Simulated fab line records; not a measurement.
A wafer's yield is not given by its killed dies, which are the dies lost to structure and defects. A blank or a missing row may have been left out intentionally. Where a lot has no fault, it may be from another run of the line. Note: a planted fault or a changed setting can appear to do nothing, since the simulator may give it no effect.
The tool behind it: which one? :: flow n5_finfet :: 9 lots with 27 wafers sampled at 6 steps, on a route of 1938 steps

## WHAT EACH GAUGE READ, for each wafer
N5_PMOS_HMC_CHANNEL_EPI_CD_MEAS_09: target cd 237.4 nm. Usual: cd_nm 237.4 nm, standard deviation 0.88.
lot: L721
measured: day 2 05:03
on: cd_sem-02
cd_nm (nm): 237.4 236.3 235.8
flag: 

lot: L722
measured: day 2 11:25
on: cd_sem-01
cd_nm (nm): 237.6 237.9 238.8
flag: 

lot: L723
measured: day 2 17:07
on: cd_sem-03
cd_nm (nm): 235.0 236.9 236.0
flag: 

lot: L725
measured: day 3 05:08
on: cd_sem-03
cd_nm (nm): 237.1 237.6 237.7
flag: 

lot: L726
measured: day 3 11:03
on: cd_sem-02
cd_nm (nm): 237.1 236.4 237.0
flag: 

lot: L730
measured: day 4 11:25
on: cd_sem-03
cd_nm (nm): 236.8 237.3 236.9
flag: 

lot: L731
measured: day 4 17:26
on: cd_sem-03
cd_nm (nm): 235.4 236.5 237.3
flag: 

lot: L732
measured: day 4 22:53
on: cd_sem-02
cd_nm (nm): 238.4 227.8 229.6
flag: OFF

lot: L742
measured: day 7 11:04
on: cd_sem-02
cd_nm (nm): 236.7 237.1 237.8
flag: 

N5_BEOL_M4_RC_MEAS_101. Usual: DIBL_N 36.5 mV/V, standard deviation 1.4; DIBL_P 36.9 mV/V, standard deviation 1.7; IOFF_N 0.163 nA/um, standard deviation 0.023; IOFF_P 0.22 nA/um, standard deviation 0.032; ION_N 673 uA/um, standard deviation 9; ION_P 462 uA/um, standard deviation 7.5; SS_N 71.6 mV/dec, standard deviation 0.54; SS_P 73.4 mV/dec, standard deviation 0.62; VT_N 249.8 mV, standard deviation 2.8; VT_P -250 mV, standard deviation 3.5.
lot: L721
measured: day 8 14:34
on: prober-02
DIBL_N (mV/V): 36.8 37.5 38.1
DIBL_P (mV/V): 36.5 36.5 37.9
IOFF_N (nA/um): 0.161 0.173 0.186
IOFF_P (nA/um): 0.26 0.25 0.29
ION_N (uA/um): 684 680 689
ION_P (uA/um): 479 475 482
SS_N (mV/dec): 71.6 72.0 71.9
SS_P (mV/dec): 73.5 73.7 73.7
VT_N (mV): 249.2 247.9 245.9
VT_P (mV): -243 -248 -244
flag: 

lot: L722
measured: day 8 18:02
on: prober-01
DIBL_N (mV/V): 36.1 37.7 35.5
DIBL_P (mV/V): 37.5 39.1 36.7
IOFF_N (nA/um): 0.159 0.190 0.152
IOFF_P (nA/um): 0.23 0.27 0.22
ION_N (uA/um): 674 678 677
ION_P (uA/um): 469 469 471
SS_N (mV/dec): 71.1 71.6 71.4
SS_P (mV/dec): 73.0 73.6 73.6
VT_N (mV): 248.9 249.7 253.0
VT_P (mV): -247 -248 -252
flag: 

lot: L723
measured: day 8 20:10
on: prober-01
DIBL_N (mV/V): 37.6 37.0 36.0
DIBL_P (mV/V): 36.9 35.2 35.0
IOFF_N (nA/um): 0.182 0.159 0.147
IOFF_P (nA/um): 0.29 0.25 0.25
ION_N (uA/um): 679 663 675
ION_P (uA/um): 470 466 472
SS_N (mV/dec): 71.9 72.1 71.5
SS_P (mV/dec): 72.8 73.0 72.7
VT_N (mV): 247.3 249.2 251.0
VT_P (mV): -242 -245 -243
flag: 

lot: L725
measured: day 9 05:38
on: prober-01
DIBL_N (mV/V): 35.7 37.9 37.6
DIBL_P (mV/V): 35.3 38.6 37.6
IOFF_N (nA/um): 0.135 0.182 0.172
IOFF_P (nA/um): 0.19 0.24 0.22
ION_N (uA/um): 663 680 689
ION_P (uA/um): 459 464 470
SS_N (mV/dec): 71.3 71.5 71.0
SS_P (mV/dec): 73.8 74.6 74.1
VT_N (mV): 253.6 247.2 249.3
VT_P (mV): -253 -248 -251
flag: 

lot: L726
measured: day 9 18:59
on: prober-01
DIBL_N (mV/V): 36.0 37.8 37.8
DIBL_P (mV/V): 35.8 37.9 37.7
IOFF_N (nA/um): 0.153 0.184 0.179
IOFF_P (nA/um): 0.19 0.22 0.21
ION_N (uA/um): 673 667 684
ION_P (uA/um): 455 450 457
SS_N (mV/dec): 72.0 72.8 72.0
SS_P (mV/dec): 73.9 73.8 73.6
VT_N (mV): 249.3 247.4 245.8
VT_P (mV): -253 -251 -253
flag: 

lot: L730
measured: day 11 06:55
on: prober-02
DIBL_N (mV/V): 37.1 36.3 36.3
DIBL_P (mV/V): 38.5 37.9 36.7
IOFF_N (nA/um): 0.184 0.174 0.162
IOFF_P (nA/um): 0.22 0.21 0.20
ION_N (uA/um): 680 664 667
ION_P (uA/um): 458 456 450
SS_N (mV/dec): 71.3 72.3 72.1
SS_P (mV/dec): 74.1 73.2 73.7
VT_N (mV): 245.7 247.0 249.6
VT_P (mV): -253 -251 -253
flag: 

lot: L731
measured: day 11 05:37
on: prober-02
DIBL_N (mV/V): 37.6 35.4 36.4
DIBL_P (mV/V): 38.3 34.8 36.9
IOFF_N (nA/um): 0.190 0.134 0.165
IOFF_P (nA/um): 0.26 0.19 0.23
ION_N (uA/um): 675 655 686
ION_P (uA/um): 466 447 467
SS_N (mV/dec): 71.9 70.7 71.2
SS_P (mV/dec): 73.5 72.7 73.6
VT_N (mV): 247.7 255.9 248.5
VT_P (mV): -248 -253 -251
flag: 

lot: L732
measured: day 11 10:47
on: prober-02
DIBL_N (mV/V): 37.1 38.6 38.2
DIBL_P (mV/V): 35.0 37.5 36.8
IOFF_N (nA/um): 0.147 0.184 0.174
IOFF_P (nA/um): 0.18 0.22 0.20
ION_N (uA/um): 663 675 683
ION_P (uA/um): 447 455 454
SS_N (mV/dec): 71.5 71.8 71.9
SS_P (mV/dec): 73.0 74.8 73.5
VT_N (mV): 250.5 249.4 248.8
VT_P (mV): -255 -252 -253
flag: 

lot: L742
measured: day 13 15:49
on: prober-02
DIBL_N (mV/V): 37.3 38.3 37.7
DIBL_P (mV/V): 36.0 37.0 35.6
IOFF_N (nA/um): 0.184 0.213 0.183
IOFF_P (nA/um): 0.25 0.29 0.25
ION_N (uA/um): 675 673 673
ION_P (uA/um): 464 460 462
SS_N (mV/dec): 71.8 71.7 72.7
SS_P (mV/dec): 73.7 74.9 74.1
VT_N (mV): 246.7 245.4 249.9
VT_P (mV): -246 -246 -247
flag: 

## TOOL THAT RAN EACH LOT (tool first, then ch and the chambers of the sampled wafers, then the start)
lot: L721
N5_ZERO_LAYER_PECVD_02: pecvd-04 ch 1,2, day 2 00:17
N5_PMOS_HMC_CHANNEL_EPI_PEB_07: litho_track-02 ch 0, day 2 04:59
N5_PMOS_HMC_CHANNEL_EPI_ETCH_32: rie_diel-02 ch 1,2, day 2 05:11
N5_PMOS_HMC_CHANNEL_EPI_FIN_RECESS_16: rie_si-04 ch 0,1, day 2 05:37

lot: L722
N5_ZERO_LAYER_PECVD_02: pecvd-02 ch 0, day 2 06:18
N5_PMOS_HMC_CHANNEL_EPI_PEB_07: litho_track-05 ch 0, day 2 11:20
N5_PMOS_HMC_CHANNEL_EPI_ETCH_32: rie_diel-06 ch 0,1,3, day 2 11:32
N5_PMOS_HMC_CHANNEL_EPI_FIN_RECESS_16: rie_si-04 ch 0,1,2, day 2 11:58

lot: L723
N5_ZERO_LAYER_PECVD_02: pecvd-02 ch 0,1, day 2 12:18
N5_PMOS_HMC_CHANNEL_EPI_PEB_07: litho_track-05 ch 0, day 2 17:03
N5_PMOS_HMC_CHANNEL_EPI_ETCH_32: rie_diel-02 ch 0,1,3, day 2 17:14
N5_PMOS_HMC_CHANNEL_EPI_FIN_RECESS_16: rie_si-03 ch 0,1, day 2 17:40

lot: L725
N5_ZERO_LAYER_PECVD_02: pecvd-03 ch 0,1, day 3 00:18
N5_PMOS_HMC_CHANNEL_EPI_PEB_07: litho_track-03 ch 0, day 3 05:05
N5_PMOS_HMC_CHANNEL_EPI_ETCH_32: rie_diel-06 ch 0,1,3, day 3 05:16
N5_PMOS_HMC_CHANNEL_EPI_FIN_RECESS_16: rie_si-03 ch 0,1,3, day 3 05:43

lot: L726
N5_ZERO_LAYER_PECVD_02: pecvd-03 ch 0,1,2, day 3 06:18
N5_PMOS_HMC_CHANNEL_EPI_PEB_07: litho_track-02 ch 0, day 3 10:59
N5_PMOS_HMC_CHANNEL_EPI_ETCH_32: rie_diel-02 ch 0,2,3, day 3 11:26
N5_PMOS_HMC_CHANNEL_EPI_FIN_RECESS_16: rie_si-03 ch 1,2, day 3 11:53

lot: L730
N5_ZERO_LAYER_PECVD_02: pecvd-03 ch 0,1,2, day 4 06:17
N5_PMOS_HMC_CHANNEL_EPI_PEB_07: litho_track-03 ch 0, day 4 11:20
N5_PMOS_HMC_CHANNEL_EPI_ETCH_32: rie_diel-01 ch 0,1,3, day 4 11:32
N5_PMOS_HMC_CHANNEL_EPI_FIN_RECESS_16: rie_si-01 ch 1,2,3, day 4 11:57

lot: L731
N5_ZERO_LAYER_PECVD_02: pecvd-02 ch 0,1,2, day 4 12:18
N5_PMOS_HMC_CHANNEL_EPI_PEB_07: litho_track-03 ch 0, day 4 17:23
N5_PMOS_HMC_CHANNEL_EPI_ETCH_32: rie_diel-01 ch 0,1,3, day 4 17:34
N5_PMOS_HMC_CHANNEL_EPI_FIN_RECESS_16: rie_si-04 ch 0,1, day 4 18:01

lot: L732
N5_ZERO_LAYER_PECVD_02: pecvd-03 ch 0,1, day 4 18:18
N5_PMOS_HMC_CHANNEL_EPI_PEB_07: litho_track-03 ch 0, day 4 22:49
N5_PMOS_HMC_CHANNEL_EPI_ETCH_32: rie_diel-02 ch 0,2,3, day 4 23:01
N5_PMOS_HMC_CHANNEL_EPI_FIN_RECESS_16: rie_si-03 ch 1,2,3, day 4 23:26

lot: L742
N5_ZERO_LAYER_PECVD_02: pecvd-02 ch 1,2, day 7 06:17
N5_PMOS_HMC_CHANNEL_EPI_PEB_07: litho_track-02 ch 0, day 7 10:59
N5_PMOS_HMC_CHANNEL_EPI_ETCH_32: rie_diel-02 ch 0,1,2, day 7 11:11
N5_PMOS_HMC_CHANNEL_EPI_FIN_RECESS_16: rie_si-03 ch 1,3, day 7 11:37
- N5_ZERO_LAYER_PECVD_02: deposits SiO2 from SiH4/N2O, target thk 10 nm, time 6 s.
- N5_PMOS_HMC_CHANNEL_EPI_PEB_07: peb time 60 s.
- N5_PMOS_HMC_CHANNEL_EPI_ETCH_32: etches BARC in N2/H2, stops on SiO2, target depth 85.8 nm, time 50.3 s.
- N5_PMOS_HMC_CHANNEL_EPI_FIN_RECESS_16: chemistry HBr/Cl2, target Si, target depth 54 nm, time 18 s.

## WHAT THE TOOLS THEMSELVES READ (means of the sampled wafers that have a number; where no wafer has one, the mark that the record gives instead)
N5_ZERO_LAYER_PECVD_02. Usual: chamber_pressure_Torr 0.7498 Torr, standard deviation 0.0017; heater_power_w 785 W, standard deviation 110; showerhead_plenum_p_Torr 8.16 Torr, standard deviation 0.18; susceptor_temp_C 400.00 C, standard deviation 0.24.
lot: L721
tool: pecvd-04
chamber_pressure_Torr (Torr): 0.7517
heater_power_w (W): 787
showerhead_plenum_p_Torr (Torr): 8.01
susceptor_temp_C (C): 399.96
flag: 

lot: L722
tool: pecvd-02
chamber_pressure_Torr (Torr): 0.7488
heater_power_w (W): 772
showerhead_plenum_p_Torr (Torr): 8.31
susceptor_temp_C (C): 399.97
flag: 

lot: L723
tool: pecvd-02
chamber_pressure_Torr (Torr): 0.7487
heater_power_w (W): 776
showerhead_plenum_p_Torr (Torr): 8.21
susceptor_temp_C (C): 399.88
flag: 

lot: L725
tool: pecvd-03
chamber_pressure_Torr (Torr): 0.7476
heater_power_w (W): 909
showerhead_plenum_p_Torr (Torr): 8.34
susceptor_temp_C (C): 400.00
flag: 

lot: L726
tool: pecvd-03
chamber_pressure_Torr (Torr): 0.7494
heater_power_w (W): 852
showerhead_plenum_p_Torr (Torr): 8.25
susceptor_temp_C (C): 400.02
flag: 

lot: L730
tool: pecvd-03
chamber_pressure_Torr (Torr): 0.7492
heater_power_w (W): 873
showerhead_plenum_p_Torr (Torr): 8.24
susceptor_temp_C (C): 400.03
flag: 

lot: L731
tool: pecvd-02
chamber_pressure_Torr (Torr): 0.7492
heater_power_w (W): 687
showerhead_plenum_p_Torr (Torr): 8.08
susceptor_temp_C (C): 399.91
flag: 

lot: L732
tool: pecvd-03
chamber_pressure_Torr (Torr): 0.7493
heater_power_w (W): 819
showerhead_plenum_p_Torr (Torr): 8.38
susceptor_temp_C (C): 399.84
flag: 

lot: L742
tool: pecvd-02
chamber_pressure_Torr (Torr): 0.7496
heater_power_w (W): 661
showerhead_plenum_p_Torr (Torr): 7.94
susceptor_temp_C (C): 399.90
flag: 

N5_PMOS_HMC_CHANNEL_EPI_PEB_07. Usual: heater_power_total_W 175.2 W, standard deviation 1.6.
lot: L721
tool: litho_track-02
heater_power_total_W (W): 174.6
flag: 

lot: L722
tool: litho_track-05
heater_power_total_W (W): 174.7
flag: 

lot: L723
tool: litho_track-05
heater_power_total_W (W): 174.8
flag: 

lot: L725
tool: litho_track-03
heater_power_total_W (W): 175.7
flag: 

lot: L726
tool: litho_track-02
heater_power_total_W (W): 174.6
flag: 

lot: L730
tool: litho_track-03
heater_power_total_W (W): 175.5
flag: 

lot: L731
tool: litho_track-03
heater_power_total_W (W): 174.3
flag: 

lot: L732
tool: litho_track-03
heater_power_total_W (W): 193.0
flag: OFF

lot: L742
tool: litho_track-02
heater_power_total_W (W): 176.2
flag: 

N5_PMOS_HMC_CHANNEL_EPI_ETCH_32. Usual: bias_w 150.0 W, standard deviation 0.44; drypump_motor_current_A 5.5 A, standard deviation 0.49; oes_product_au 0.68 a.u., standard deviation 0.051; rf_vpp_V 523.0 V, standard deviation 2.6; showerhead_plenum_p_Torr 2.51 Torr, standard deviation 0.095; throttle_valve_pct 17.79 %, standard deviation 0.18.
lot: L721
tool: rie_diel-02
bias_w (W): 150.3
drypump_motor_current_A (A): 5.9
oes_product_au (a.u.): 0.69
rf_vpp_V (V): 521.2
showerhead_plenum_p_Torr (Torr): 2.46
throttle_valve_pct (%): 17.71
flag: 

lot: L722
tool: rie_diel-06
bias_w (W): 149.7
drypump_motor_current_A (A): 5.4
oes_product_au (a.u.): 0.65
rf_vpp_V (V): 522.1
showerhead_plenum_p_Torr (Torr): 2.48
throttle_valve_pct (%): 17.95
flag: 

lot: L723
tool: rie_diel-02
bias_w (W): 150.2
drypump_motor_current_A (A): 5.8
oes_product_au (a.u.): 0.73
rf_vpp_V (V): 524.3
showerhead_plenum_p_Torr (Torr): 2.58
throttle_valve_pct (%): 17.63
flag: 

lot: L725
tool: rie_diel-06
bias_w (W): 149.7
drypump_motor_current_A (A): 5.3
oes_product_au (a.u.): 0.65
rf_vpp_V (V): 522.2
showerhead_plenum_p_Torr (Torr): 2.48
throttle_valve_pct (%): 17.95
flag: 

lot: L726
tool: rie_diel-02
bias_w (W): 150.6
drypump_motor_current_A (A): 5.4
oes_product_au (a.u.): 0.72
rf_vpp_V (V): 525.5
showerhead_plenum_p_Torr (Torr): 2.57
throttle_valve_pct (%): 17.67
flag: 

lot: L730
tool: rie_diel-01
bias_w (W): 149.9
drypump_motor_current_A (A): 5.3
oes_product_au (a.u.): 0.64
rf_vpp_V (V): 522.9
showerhead_plenum_p_Torr (Torr): 2.51
throttle_valve_pct (%): 17.88
flag: 

lot: L731
tool: rie_diel-01
bias_w (W): 149.7
drypump_motor_current_A (A): 5.3
oes_product_au (a.u.): 0.64
rf_vpp_V (V): 523.7
showerhead_plenum_p_Torr (Torr): 2.51
throttle_valve_pct (%): 17.89
flag: 

lot: L732
tool: rie_diel-02
bias_w (W): 150.1
drypump_motor_current_A (A): 5.4
oes_product_au (a.u.): 0.70
rf_vpp_V (V): 525.1
showerhead_plenum_p_Torr (Torr): 2.57
throttle_valve_pct (%): 17.69
flag: 

lot: L742
tool: rie_diel-02
bias_w (W): 150.1
drypump_motor_current_A (A): 5.6
oes_product_au (a.u.): 0.69
rf_vpp_V (V): 522.3
showerhead_plenum_p_Torr (Torr): 2.53
throttle_valve_pct (%): 17.71
flag: 

N5_PMOS_HMC_CHANNEL_EPI_FIN_RECESS_16. Usual: bias_w 74.99 W, standard deviation 0.21; drypump_motor_current_A 5.7 A, standard deviation 0.4; oes_product_au 0.999 a.u., standard deviation 0.017; throttle_valve_pct 35.52 %, standard deviation 0.23.
lot: L721
tool: rie_si-04
bias_w (W): 75.01
drypump_motor_current_A (A): 6.1
oes_product_au (a.u.): 1.025
throttle_valve_pct (%): 35.34
flag: 

lot: L722
tool: rie_si-04
bias_w (W): 74.92
drypump_motor_current_A (A): 5.6
oes_product_au (a.u.): 1.007
throttle_valve_pct (%): 35.58
flag: 

lot: L723
tool: rie_si-03
bias_w (W): 75.18
drypump_motor_current_A (A): 5.5
oes_product_au (a.u.): 0.995
throttle_valve_pct (%): 35.42
flag: 

lot: L725
tool: rie_si-03
bias_w (W): 75.08
drypump_motor_current_A (A): 5.7
oes_product_au (a.u.): 1.004
throttle_valve_pct (%): 35.50
flag: 

lot: L726
tool: rie_si-03
bias_w (W): 74.73
drypump_motor_current_A (A): 5.8
oes_product_au (a.u.): 0.997
throttle_valve_pct (%): 35.65
flag: 

lot: L730
tool: rie_si-01
bias_w (W): 75.07
drypump_motor_current_A (A): 5.5
oes_product_au (a.u.): 0.988
throttle_valve_pct (%): 35.45
flag: 

lot: L731
tool: rie_si-04
bias_w (W): 74.94
drypump_motor_current_A (A): 6.2
oes_product_au (a.u.): 1.022
throttle_valve_pct (%): 35.34
flag: 

lot: L732
tool: rie_si-03
bias_w (W): 75.03
drypump_motor_current_A (A): 5.9
oes_product_au (a.u.): 0.991
throttle_valve_pct (%): 35.63
flag: 

lot: L742
tool: rie_si-03
bias_w (W): 75.06
drypump_motor_current_A (A): 5.7
oes_product_au (a.u.): 1.003
throttle_valve_pct (%): 35.62
flag: 

## THE ANSWER, worked out from the rows above alone
Rule: a lot counts as off when the mean over its wafers that have a number is more than 3 standard deviations away from the usual mean. Also off: a lot with no number at a reading for which 4 or more lots have one. All remaining lots with rows at the step are treated as sound. Order of review: gauges by route order, followed by the tools' own readings, for which a lot's mean as printed above is used. At the first step where some lot is off, the reading lying furthest off is the one used; lots without a number count as furthest.
Off: L732 (N5_PMOS_HMC_CHANNEL_EPI_CD_MEAS_09, cd_nm).
A tool fits if, at a process step before that reading, it ran every lot that is off, and no sound lot after the first of them. The gauges at N5_PMOS_HMC_CHANNEL_EPI_CD_MEAS_09 aren't tried: what is off there is off at N5_PMOS_HMC_CHANNEL_EPI_PEB_07 too, on other tools, and a gauge's error can't cause that. Can't be told from this: 2 tools fit, pecvd-03 at N5_ZERO_LAYER_PECVD_02, litho_track-03 at N5_PMOS_HMC_CHANNEL_EPI_PEB_07.

## WHAT THE SIMULATOR HAD INSERTED
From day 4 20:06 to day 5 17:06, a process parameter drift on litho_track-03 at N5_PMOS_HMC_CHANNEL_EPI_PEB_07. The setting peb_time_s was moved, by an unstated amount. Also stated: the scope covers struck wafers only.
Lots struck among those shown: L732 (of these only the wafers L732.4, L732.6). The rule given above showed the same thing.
